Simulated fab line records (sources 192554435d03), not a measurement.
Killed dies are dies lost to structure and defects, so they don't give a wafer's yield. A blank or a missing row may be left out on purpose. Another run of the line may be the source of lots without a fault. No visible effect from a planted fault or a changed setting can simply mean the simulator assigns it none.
fab line records	flow n5_finfet
record lots=7	wafers=39
route steps=1938 shown FIN_SAQP@96 FIN_CUT@160
start_h: hours from the record's opening day to when the first of the lot's shown wafers began	wait_h: hours elapsed since this lot's preceding step	" unchanged from the row above	L1.1+2: several wafers, shown together as one row	- no value present, or no start provided	* or withheld: withheld	< > ~ a bound
route shown NAME@n: a module of which the file shows steps, and the number in the route of the first	usual: mean and standard deviation over wafers with no fault	same: alike in all rows	chamber/n: place in a boat	sites: each site's reading	_std_site: standard deviation of those values	_edge_site: mean of outer sites minus mean of inner sites	radius_mm: how far each site lies from the wafer's centre	mask NAME#n: copy n	behind: the tool/chamber that last shaped the wafer	hold: reason for holding the lot/hours on hold/outcome of the hold	device: the transistor (n, p or np) that didn't switch	end of line: tests of these same wafers at the route's end	for a step that has no rows: nothing shown but its recipe	killed: dies that structure and defects cost at the first sort, which is not the same as the wafer's yield	map: per-die view of a wafer (x killed, . not killed, _ where there is no die)
set.NAME: the run value of the setting; set.NAME@STEP: its run value at that earlier step	model.NAME: the simulator's own value behind a step, which no gauge read
lots where settings were altered on purpose, with a table for each step and a row for each wafer
## steps
# step N5_FIN_SAQP_HM_DEP_03
# recipe material=SiNx	target_thk_a=380	temp_c=400	precursor=SiH4/NH3/N2	pressure_torr=1.5	rf_w=300	time_s=33.6
lot.wafer	tool	chamber	start_h	wait_h	set.target_thk_a	model.SiNx_of_FIN_SAQP_HM_DEP_03.thk_nm
L076.1	pecvd-01	1	32.43	0.2	380	37.63
L076.2	"	0	"	"	352.3	35.19
L076.3	"	0	"	"	380	38.39
L076.4	"	1	"	"	352.3	34.97
L076.5	"	0	"	"	352.3	35.91
L076.6	"	1	"	"	380	38.07
L078.1	pecvd-02	2	44.51	0.2	380	37.37
L078.2	"	1	"	"	380	37.85
L078.3	"	0	"	"	380	37.39
L078.4	"	2	"	"	380	38.29
L078.5	"	0	"	"	380	38.24
L078.6	"	1	"	"	380	38.35
L082.1	pecvd-04	0	69.57	0.2	380	37.31
L082.2	"	2	"	"	380	37.84
L082.5	"	0	"	"	380	37.61
L086.1	pecvd-04	2	94.67	0.2	396.8	39.45
L086.2	"	1	"	"	380	37.13
L086.3	"	0	"	"	380	37.55
L086.4	"	1	"	"	380	37.48
L086.5	"	2	"	"	396.8	39.37
L086.6	"	0	"	"	396.8	39.59
L091.1	pecvd-01	1	123.47	0.2	380	38.13
L091.2	"	2	"	"	380	37.7
L091.3	"	0	"	"	380	38.3
L091.4	"	0	"	"	365.7	37.48
L091.5	"	2	"	"	365.7	36.57
L091.6	"	1	"	"	365.7	36.69
L093.1	pecvd-02	1	135.56	0.2	380	36.82
L093.2	"	0	"	"	380	36.95
L093.3	"	2	"	"	380	37.65
L093.4	"	1	"	"	380	38.15
L093.5	"	0	"	"	380	38.2
L093.6	"	2	"	"	380	37.98
L094.1	pecvd-02	2	142.44	0.2	380	37.55
L094.2	"	1	"	"	396.9	39.05
L094.3	"	0	"	"	380	37.07
L094.4	"	0	"	"	396.9	39.23
L094.5	"	2	"	"	396.9	39.42
L094.6	"	1	"	"	380	37.89
# step N5_FIN_SAQP_THK_MEAS_05
# usual thk_nm=37.9/0.51
lot.wafer	tool	chamber	start_h	wait_h	set.target_thk_a@FIN_SAQP_HM_DEP_03	thk_nm
L076.1	film_metro-02	-	32.55	0.1	380	37.6
L076.2	"	-	"	"	352.3	35.2
L076.3	"	-	"	"	380	38.4
L076.4	"	-	"	"	352.3	34.9
L076.5	"	-	"	"	352.3	35.9
L076.6	"	-	"	"	380	38.0
L078.1	film_metro-02	-	44.59	0.1	380	37.4
L078.2	"	-	"	"	380	37.9
L078.3	"	-	"	"	380	37.4
L078.4	"	-	"	"	380	38.3
L078.5	"	-	"	"	380	38.2
L078.6	"	-	"	"	380	38.4
L082.1	film_metro-01	-	69.66	0.1	380	37.3
L082.2	"	-	"	"	380	37.9
L082.5	"	-	"	"	380	37.6
L086.1	film_metro-02	-	94.75	0.1	396.8	39.5
L086.2	"	-	"	"	380	37.2
L086.3	"	-	"	"	380	37.6
L086.4	"	-	"	"	380	37.5
L086.5	"	-	"	"	396.8	39.4
L086.6	"	-	"	"	396.8	39.6
L091.1	film_metro-01	-	123.56	0.1	380	38.1
L091.2	"	-	"	"	380	37.7
L091.3	"	-	"	"	380	38.3
L091.4	"	-	"	"	365.7	37.5
L091.5	"	-	"	"	365.7	36.6
L091.6	"	-	"	"	365.7	36.7
L093.1	film_metro-01	-	135.65	0.1	380	36.8
L093.2	"	-	"	"	380	36.9
L093.3	"	-	"	"	380	37.6
L093.4	"	-	"	"	380	38.1
L093.5	"	-	"	"	380	38.2
L093.6	"	-	"	"	380	38.0
L094.1	film_metro-02	-	142.52	0.1	380	37.6
L094.2	"	-	"	"	396.9	39.0
L094.3	"	-	"	"	380	37.1
L094.4	"	-	"	"	396.9	39.2
L094.5	"	-	"	"	396.9	39.4
L094.6	"	-	"	"	380	37.8
# step N5_FIN_SAQP_PECVD_47
# recipe material=a-Si	target_thk_a=450	temp_c=400	precursor=SiH4/He	pressure_torr=3	rf_w=100	time_s=36.3
# step N5_FIN_SAQP_PECVD_48
# recipe material=SiNx	target_thk_a=250	temp_c=400	precursor=SiH4/NH3/N2	pressure_torr=1.5	rf_w=300	time_s=22.1
# step N5_FIN_SAQP_MANDREL2_REMOVE_60
# recipe chemistry=HBr/Cl2/O2	bt_time_s=10	target=a-Si	stop_on=SiNx	endpoint=OES-SiCl	over_etch_frac=1	icp_w=600	bias_w=22	HBr_flow_sccm=150	Cl2_flow_sccm=80	O2_flow_sccm=5	pressure_mtorr=10
# step N5_FIN_SAQP_HM_OPEN_33
# recipe chemistry=CH3F/O2	target=SiNx	mask_material=SiO2	target_depth_a=494	time_s=70.6	pressure_mtorr=30	source_w=395	bias_w=73	Ar_flow_sccm=150	CH3F_flow_sccm=30	O2_flow_sccm=20	ion_energy_ev=120	ends=cleared
# usual etch_rf_on_time_s=69.4/1.5
lot.wafer	tool	chamber	start_h	wait_h	set.target_thk_a@FIN_SAQP_HM_DEP_03	etch_rf_on_time_s	model.etch.depth_nm
L076.1	rie_diel-02	1	37.62	0.0	380	69.1	36.8
L076.2	"	0	"	"	352.3	63.6	34.52
L076.3	"	2	"	"	380	68.7	37.77
L076.4	"	1	"	"	352.3	64.6	34.35
L076.5	"	2	"	"	352.3	63.7	35.08
L076.6	"	0	"	"	380	68.7	37.45
L078.1	rie_diel-02	2	49.25	0.1	380	67.9	36.55
L078.2	"	3	"	"	380	70.4	37.17
L078.3	"	0	"	"	380	69.4	36.76
L078.4	"	2	"	"	380	70.2	37.66
L078.5	"	0	"	"	380	70.5	37.56
L078.6	"	3	"	"	380	71.4	37.53
L082.1	rie_diel-05	1	74.57	0.0	380	68.3	36.61
L082.2	"	3	"	"	380	70.3	37.15
L082.5	"	0	"	"	380	69.0	36.94
L086.1	rie_diel-05	3	101.07	0.0	396.8	73.2	38.82
L086.2	"	1	"	"	380	68.2	36.3
L086.3	"	0	"	"	380	69.0	36.88
L086.4	"	2	"	"	380	69.4	36.85
L086.5	"	1	"	"	396.8	72.0	38.69
L086.6	"	0	"	"	396.8	72.8	38.96
L091.1	rie_diel-02	1	128.63	0.0	380	72.1	37.44
L091.2	"	0	"	"	380	70.1	36.99
L091.3	"	2	"	"	380	70.0	37.6
L091.4	"	0	"	"	365.7	69.5	36.81
L091.5	"	1	"	"	365.7	68.7	35.87
L091.6	"	2	"	"	365.7	67.3	35.98
L093.1	rie_diel-05	2	140.59	0.0	380	67.8	36.1
L093.2	"	1	"	"	380	68.3	36.32
L093.3	"	3	"	"	380	69.2	37.02
L093.4	"	0	"	"	380	70.6	37.53
L093.5	"	3	"	"	380	70.2	37.57
L093.6	"	0	"	"	380	69.9	37.26
L094.1	rie_diel-02	3	147.15	0.0	380	70.7	36.92
L094.2	"	0	"	"	396.9	73.0	38.23
L094.3	"	2	"	"	380	67.9	36.44
L094.4	"	2	"	"	396.9	72.2	38.55
L094.5	"	0	"	"	396.9	73.4	38.8
L094.6	"	3	"	"	380	70.4	37.07
# step N5_FIN_SAQP_ETCH_34
# recipe chemistry=C4F6/O2	target=SiO2	target_depth_a=450	time_s=15	ion_energy_ev=250	pressure_mtorr=30	source_w=345	bias_w=185	Ar_flow_sccm=300	C4F6_flow_sccm=10	O2_flow_sccm=10	ends=cleared
lot.wafer	tool	chamber	start_h	wait_h	set.target_thk_a@FIN_SAQP_HM_DEP_03	model.SiNx_of_FIN_SAQP_HM_DEP_03.thk_nm
L076.1	rie_diel-02	1	37.69	0.0	380	34
L076.2	"	0	"	"	352.3	31.6
L076.3	"	2	"	"	380	34.8
L076.4	"	1	"	"	352.3	31.4
L076.5	"	2	"	"	352.3	32.2
L076.6	"	0	"	"	380	34.6
L078.1	rie_diel-02	2	49.32	0.0	380	33.6
L078.2	"	3	"	"	380	34.2
L078.3	"	0	"	"	380	33.8
L078.4	"	2	"	"	380	34.8
L078.5+6	"	0,3	"	"	380	34.6
L082.1	rie_diel-05	1	74.64	0.0	380	33.8
L082.2	"	3	"	"	380	34.2
L082.5	"	0	"	"	380	34
L086.1+5	rie_diel-05	3,1	101.14	0.0	396.8	35.8
L086.2	"	1	"	"	380	33.4
L086.3+4	"	0,2	"	"	380	34
L086.6	"	0	"	"	396.8	36
L091.1+3	rie_diel-02	1,2	128.69	0.0	380	34.6
L091.2	"	0	"	"	380	34.2
L091.4	"	0	"	"	365.7	34
L091.5+6	"	1,2	"	"	365.7	33
L093.1	rie_diel-05	2	140.66	0.0	380	33.2
L093.2	"	1	"	"	380	33.4
L093.3	"	3	"	"	380	34
L093.4+5	"	0,3	"	"	380	34.6
L093.6	"	0	"	"	380	34.4
L094.1	rie_diel-02	3	147.22	0.0	380	34
L094.2	"	0	"	"	396.9	35.4
L094.3	"	2	"	"	380	33.6
L094.4	"	2	"	"	396.9	35.6
L094.5	"	0	"	"	396.9	36
L094.6	"	3	"	"	380	34.2
# step N5_FIN_SAQP_STRIP_77
# recipe chemistry=N2/H2	time_s=90	power_w=100	temp_c=40	pressure_mtorr=100	rf_frequency_hz=6e+07	bias_power_w=3	n2_flow_sccm=300	h2_flow_sccm=300
# step N5_FIN_SAQP_ETCH_64
# recipe chemistry=CF4	target=SiO2	target_depth_a=15	ion_energy_ev=350	pressure_mtorr=10	icp_w=800	bias_w=400	cf4_flow_sccm=80
# step N5_FIN_SAQP_FIN_ETCH_36
# recipe chemistry=HBr/Cl2/O2	target_depth_a=1200	mask_material=SiNx	time_s=50.4	bias_w=102	pressure_mtorr=10	icp_w=800	HBr_flow_sccm=150	Cl2_flow_sccm=80	O2_flow_sccm=12
lot.wafer	tool	chamber	start_h	wait_h	set.target_thk_a@FIN_SAQP_HM_DEP_03	model.SiNx_of_FIN_SAQP_HM_DEP_03.thk_nm
L076.1	rie_si-06	0	37.90	0.0	380	20.6
L076.2	"	3	"	"	352.3	18.2
L076.3	"	2	"	"	380	21.6
L076.4	"	1	"	"	352.3	18.4
L076.5	"	0	"	"	352.3	18.8
L076.6	"	3	"	"	380	21.2
L078.1	rie_si-06	3	49.54	0.0	380	20.2
L078.2+3	"	0,1	"	"	380	20.8
L078.4+5	"	2	"	"	380	21.4
L078.6	"	3	"	"	380	21.2
L082.1	rie_si-04	1	74.85	0.0	380	20
L082.2	"	2	"	"	380	20.8
L082.5	"	2	"	"	380	20.6
L086.1+6	rie_si-03	0,1	101.36	0.0	396.8	22.6
L086.2	"	2	"	"	380	20
L086.3	"	1	"	"	380	20.4
L086.4	"	3	"	"	380	20.2
L086.5	"	2	"	"	396.8	22.4
L091.1	rie_si-06	0	128.91	0.0	380	21.2
L091.2	"	2	"	"	380	21
L091.3	"	1	"	"	380	21.4
L091.4	"	3	"	"	365.7	20.6
L091.5+6	"	3,2	"	"	365.7	19.6
L093.1	rie_si-03	3	140.88	0.0	380	19.8
L093.2	"	0	"	"	380	20.4
L093.3	"	2	"	"	380	20.8
L093.4	"	0	"	"	380	21.6
L093.5	"	3	"	"	380	21.2
L093.6	"	2	"	"	380	21
L094.1	rie_si-03	2	147.44	0.0	380	20.6
L094.2	"	1	"	"	396.9	22
L094.3	"	3	"	"	380	20
L094.4+5	"	0,1	"	"	396.9	22.6
L094.6	"	0	"	"	380	21
# step N5_FIN_CUT_EXPOSE_05
# recipe mask_id=FIN_CUT	na=0.33	source_shape=annular	sigma_inner=0.35	sigma_outer=0.8	polarization=unpolarized	dose_mj=45.75
lot.wafer	tool	chamber	start_h	wait_h	mask	set.dose_mj
L076.1+4+6	euv_scanner-01	0	38.32	-	FIN_CUT#0	45.75
L076.2+3+5	"	0	"	"	FIN_CUT#0	44.06
L078.1+2+3	euv_scanner-01	0	50.11	-	FIN_CUT#0	47.47
L078.4+5+6	"	0	"	"	FIN_CUT#0	45.75
L082.1+2+5	euv_scanner-02	0	75.40	-	FIN_CUT#0	45.75
L086.1+4+5	euv_scanner-01	0	101.78	-	FIN_CUT#0	42.16
L086.2+3+6	"	0	"	"	FIN_CUT#0	45.75
L091.1+2+3+4+5+6	euv_scanner-01	0	129.33	-	FIN_CUT#0	45.75
L093.1+4+5	euv_scanner-01	0	141.30	-	FIN_CUT#0	45.75
L093.2+3+6	"	0	"	"	FIN_CUT#0	48.69
L094.1+2+3+4+5+6	euv_scanner-01	0	147.87	-	FIN_CUT#0	45.75
# step N5_FIN_CUT_PEB_06
# recipe peb_temp_c=100	peb_time_s=60	resist=CAR-EUV
# step N5_FIN_CUT_DEVELOP_07
# recipe develop_time_s=30	developer=TMAH	resist=CAR-EUV	rinse_liquid=surfactant_rinse	dry=air_spin	dev_temp_c=23
# step N5_FIN_CUT_CD_MEAS_08
# recipe target_cd_nm=29.1	landing_energy_ev=500	detector=se_inlens	polarity=opening
# usual cd_nm=29.15/0.23
lot.wafer	tool	chamber	start_h	wait_h	set.dose_mj@FIN_CUT_EXPOSE_05	cd_nm
L076.1	cd_sem-02	0	38.46	-	45.75	29.19
L076.2	"	0	"	"	44.06	28.38
L076.3	"	0	"	"	44.06	28.64
L076.4	"	0	"	"	45.75	29.04
L076.5	"	0	"	"	44.06	28.19
L076.6	"	0	"	"	45.75	29.06
L078.1	cd_sem-02	0	50.24	-	47.47	29.67
L078.2	"	0	"	"	47.47	29.73
L078.3	"	0	"	"	47.47	29.41
L078.4	"	0	"	"	45.75	28.94
L078.5	"	0	"	"	45.75	29.24
L078.6	"	0	"	"	45.75	28.97
L082.1	cd_sem-02	0	75.53	-	45.75	29.01
L082.2	"	0	"	"	45.75	29.07
L082.5	"	0	"	"	45.75	29.23
L086.1	cd_sem-03	0	101.91	-	42.16	28.30
L086.2	"	0	"	"	45.75	29.51
L086.3	"	0	"	"	45.75	28.84
L086.4	"	0	"	"	42.16	27.83
L086.5	"	0	"	"	42.16	27.83
L086.6	"	0	"	"	45.75	29.15
L091.1	cd_sem-02	0	129.46	-	45.75	28.82
L091.2	"	0	"	"	45.75	29.32
L091.3	"	0	"	"	45.75	29.02
L091.4	"	0	"	"	45.75	29.31
L091.5	"	0	"	"	45.75	28.75
L091.6	"	0	"	"	45.75	29.39
L093.1	cd_sem-03	0	141.43	-	45.75	28.98
L093.2	"	0	"	"	48.69	30.30
L093.3	"	0	"	"	48.69	30.09
L093.4	"	0	"	"	45.75	29.10
L093.5	"	0	"	"	45.75	29.14
L093.6	"	0	"	"	48.69	30.18
L094.1	cd_sem-02	0	148.00	-	45.75	29.37
L094.2	"	0	"	"	45.75	29.55
L094.3	"	0	"	"	45.75	29.33
L094.4	"	0	"	"	45.75	29.60
L094.5	"	0	"	"	45.75	28.82
L094.6	"	0	"	"	45.75	29.16
# step N5_FIN_CUT_DESCUM_13
# recipe chemistry=O2	time_s=7	source_power_w=50	bias_power_w=20	pressure_mtorr=20	rf_frequency_hz=2.712e+07	temp_c=40	resist=CAR-EUV	o2_flow_sccm=225
# step N5_FIN_CUT_ETCH_30
# recipe chemistry=N2/H2	target=underlayer	target_depth_a=130	mask_material=CAR-EUV	time_s=10.4	ion_energy_ev=200	pressure_mtorr=30	source_w=840	bias_w=150	n2_flow_sccm=200	h2_flow_sccm=200	ends=cleared
lot.wafer	tool	chamber	start_h	wait_h	set.dose_mj@FIN_CUT_EXPOSE_05	model.FIN_CUT.cd_offset_nm
L076.1	rie_diel-06	0	38.80	0.0	45.75	0
L076.2	"	3	"	"	44.06	-1
L076.3+5	"	1	"	"	44.06	-0.8
L076.4	"	2	"	"	45.75	-0.4
L076.6	"	2	"	"	45.75	-0.2
L078.1+2	rie_diel-03	3,2	50.40	0.0	47.47	0.8
L078.3	"	1	"	"	47.47	0.6
L078.4+5+6	"	2,1,3	"	"	45.75	0
L082.1	rie_diel-01	3	75.69	0.0	45.75	-0.2
L082.2	"	0	"	"	45.75	0
L082.5	"	1	"	"	45.75	0.2
L086.1+5	rie_diel-06	0	102.67	0.0	42.16	-1.2
L086.2	"	1	"	"	45.75	0.2
L086.3	"	2	"	"	45.75	0
L086.4	"	3	"	"	42.16	-1.4
L086.6	"	3	"	"	45.75	-0.2
L091.1+6	rie_diel-03	2	129.62	0.0	45.75	0.2
L091.2+4+5	"	3,1,3	"	"	45.75	0
L091.3	"	0	"	"	45.75	-0.2
L093.1	rie_diel-06	3	141.66	0.0	45.75	-0.2
L093.2+6	"	2	"	"	48.69	1.2
L093.3	"	0	"	"	48.69	1
L093.4+5	"	1,3	"	"	45.75	0
L094.1+5+6	rie_diel-06	1,0,3	148.17	0.0	45.75	0
L094.2	"	2	"	"	45.75	0.4
L094.3+4	"	0,3	"	"	45.75	0.2
# step N5_FIN_CUT_ETCH_20
# recipe chemistry=CF4	target=SiARC	target_depth_a=260	mask_material=CAR-EUV	time_s=43.3	ion_energy_ev=80	pressure_mtorr=40	source_w=545	bias_w=36	Ar_flow_sccm=100	cf4_flow_sccm=100	ends=cleared
# step N5_FIN_CUT_ETCH_21
# recipe chemistry=N2/H2	target=SOC	target_depth_a=2190	overetch_a=438	mask_material=SiARC	temp_c=40	ion_energy_ev=100	bias_w=61	time_s=523.5	pressure_mtorr=30	source_w=850	n2_flow_sccm=200	h2_flow_sccm=200
lot.wafer	tool	chamber	start_h	wait_h	set.dose_mj@FIN_CUT_EXPOSE_05	model.FIN_CUT.cd_offset_nm
L076.1+6	rie_diel-06	0,2	38.86	0.0	45.75	0.2
L076.2	"	3	"	"	44.06	-0.4
L076.3+5	"	1	"	"	44.06	-0.2
L076.4	"	2	"	"	45.75	0.4
L078.1+3	rie_diel-03	3,1	50.46	0.0	47.47	0.8
L078.2	"	2	"	"	47.47	0.4
L078.4	"	2	"	"	45.75	-0.2
L078.5	"	1	"	"	45.75	0.2
L078.6	"	3	"	"	45.75	0.4
L082.1	rie_diel-01	3	75.75	0.0	45.75	0.4
L082.2	"	0	"	"	45.75	0.6
L082.5	"	1	"	"	45.75	0.2
L086.1	rie_diel-06	0	102.73	0.0	42.16	-1.2
L086.2	"	1	"	"	45.75	0.6
L086.3	"	2	"	"	45.75	0.2
L086.4	"	3	"	"	42.16	-1.6
L086.5	"	0	"	"	42.16	-1.4
L086.6	"	3	"	"	45.75	-0.2
L091.1+3	rie_diel-03	2,0	129.68	0.0	45.75	0.4
L091.2+6	"	3,2	"	"	45.75	0.2
L091.4	"	1	"	"	45.75	-0.2
L091.5	"	3	"	"	45.75	0.6
L093.1+5	rie_diel-06	3	141.72	0.0	45.75	-0.4
L093.2+6	"	2	"	"	48.69	1.6
L093.3	"	0	"	"	48.69	1.4
L093.4	"	1	"	"	45.75	0.4
L094.1+3	rie_diel-06	1,0	148.23	0.0	45.75	0.4
L094.2	"	2	"	"	45.75	0.8
L094.4+5	"	3,0	"	"	45.75	0.2
L094.6	"	3	"	"	45.75	0
# step N5_FIN_CUT_STRIP_23
# recipe chemistry=N2/H2	temp_c=40	n2_flow_sccm=200	h2_flow_sccm=200	rf_frequency_hz=6e+07
# step N5_FIN_CUT_STRIP_31
# recipe chemistry=N2/H2	temp_c=40	n2_flow_sccm=200	h2_flow_sccm=200	rf_frequency_hz=6e+07
# step N5_FIN_CUT_CUT_ETCH_26
# recipe chemistry=CH3F/O2	target=SiNx	target_depth_a=390	mask_material=SOC	time_s=55.7	pressure_mtorr=30	source_w=395	bias_w=73	Ar_flow_sccm=150	CH3F_flow_sccm=30	O2_flow_sccm=20	ion_energy_ev=120
# step N5_FIN_CUT_CUT_ETCH_27
# recipe chemistry=CHF3/O2	target=SiO2	target_depth_a=40	mask_material=SOC	overetch_a=20	time_s=4.9	pressure_mtorr=30	source_w=650	bias_w=170	Ar_flow_sccm=200	CHF3_flow_sccm=50	O2_flow_sccm=5	ion_energy_ev=200
# step N5_FIN_CUT_PRECLEAN_35
# recipe time_s=13.3	temp_c=45	pressure_torr=125	p_hf_torr=3	p_coreactant_torr=25	chemistry=vHF
lot.wafer	tool	chamber	start_h	wait_h	set.dose_mj@FIN_CUT_EXPOSE_05	model.FIN_CUT.cd_offset_nm
L076.1+6	vapor_etch-02	0,1	39.32	0.0	45.75	0
L076.2+3	"	1	"	"	44.06	-0.6
L076.4	"	0	"	"	45.75	0.2
L076.5	"	0	"	"	44.06	-0.8
L078.1+3	vapor_etch-02	0	50.91	0.0	47.47	0.2
L078.2	"	1	"	"	47.47	-0.2
L078.4	"	1	"	"	45.75	-0.8
L078.5	"	0	"	"	45.75	-0.4
L078.6	"	1	"	"	45.75	-0.2
L082.1	vapor_etch-01	0	76.20	0.0	45.75	0.2
L082.2	"	1	"	"	45.75	0
L082.5	"	0	"	"	45.75	-0.2
L086.1	vapor_etch-02	0	103.19	0.0	42.16	-0.8
L086.2	"	1	"	"	45.75	1
L086.3	"	0	"	"	45.75	0.8
L086.4+5	"	1	"	"	42.16	-1
L086.6	"	0	"	"	45.75	0.4
L091.1	vapor_etch-01	0	130.23	0.1	45.75	0.6
L091.2	"	1	"	"	45.75	0.2
L091.3+5+6	"	1,1,0	"	"	45.75	0.4
L091.4	"	0	"	"	45.75	-0.2
L093.1+5	vapor_etch-02	1,0	142.17	0.0	45.75	-0.4
L093.2+6	"	0,1	"	"	48.69	1.6
L093.3	"	1	"	"	48.69	1.2
L093.4	"	0	"	"	45.75	0.2
L094.1+5	vapor_etch-01	0,1	148.68	0.0	45.75	0.2
L094.2	"	1	"	"	45.75	0.8
L094.3+4	"	1,0	"	"	45.75	0.4
L094.6	"	0	"	"	45.75	0
## key
split step=N5_FIN_SAQP_HM_DEP_03	setting=target_thk_a	stated=380	by=wafer
response step=N5_FIN_SAQP_HM_DEP_03	reading=model.SiNx_of_FIN_SAQP_HM_DEP_03.thk_nm	change=+0.381	per=1%	r=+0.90
response step=N5_FIN_SAQP_THK_MEAS_05	reading=thk_nm	change=*	per=1%	r=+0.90
response step=N5_FIN_SAQP_HM_OPEN_33	reading=etch_rf_on_time_s	change=*	per=1%	r=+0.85
response step=N5_FIN_SAQP_HM_OPEN_33	reading=model.etch.depth_nm	change=+0.384	per=1%	r=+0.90
response step=N5_FIN_SAQP_ETCH_34	reading=model.SiNx_of_FIN_SAQP_HM_DEP_03.thk_nm	change=+0.385	per=1%	r=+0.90
response step=N5_FIN_SAQP_FIN_ETCH_36	reading=model.SiNx_of_FIN_SAQP_HM_DEP_03.thk_nm	change=+0.402	per=1%	r=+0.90
split step=N5_FIN_CUT_EXPOSE_05	setting=dose_mj	stated=45.75	by=wafer
response step=N5_FIN_CUT_CD_MEAS_08	reading=cd_nm	change=+0.161	per=1%	r=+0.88
response step=N5_FIN_CUT_ETCH_30	reading=model.FIN_CUT.cd_offset_nm	change=+0.175	per=1%	r=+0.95
response step=N5_FIN_CUT_ETCH_21	reading=model.FIN_CUT.cd_offset_nm	change=+0.208	per=1%	r=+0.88
response step=N5_FIN_CUT_PRECLEAN_35	reading=model.FIN_CUT.cd_offset_nm	change=+0.218	per=1%	r=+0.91
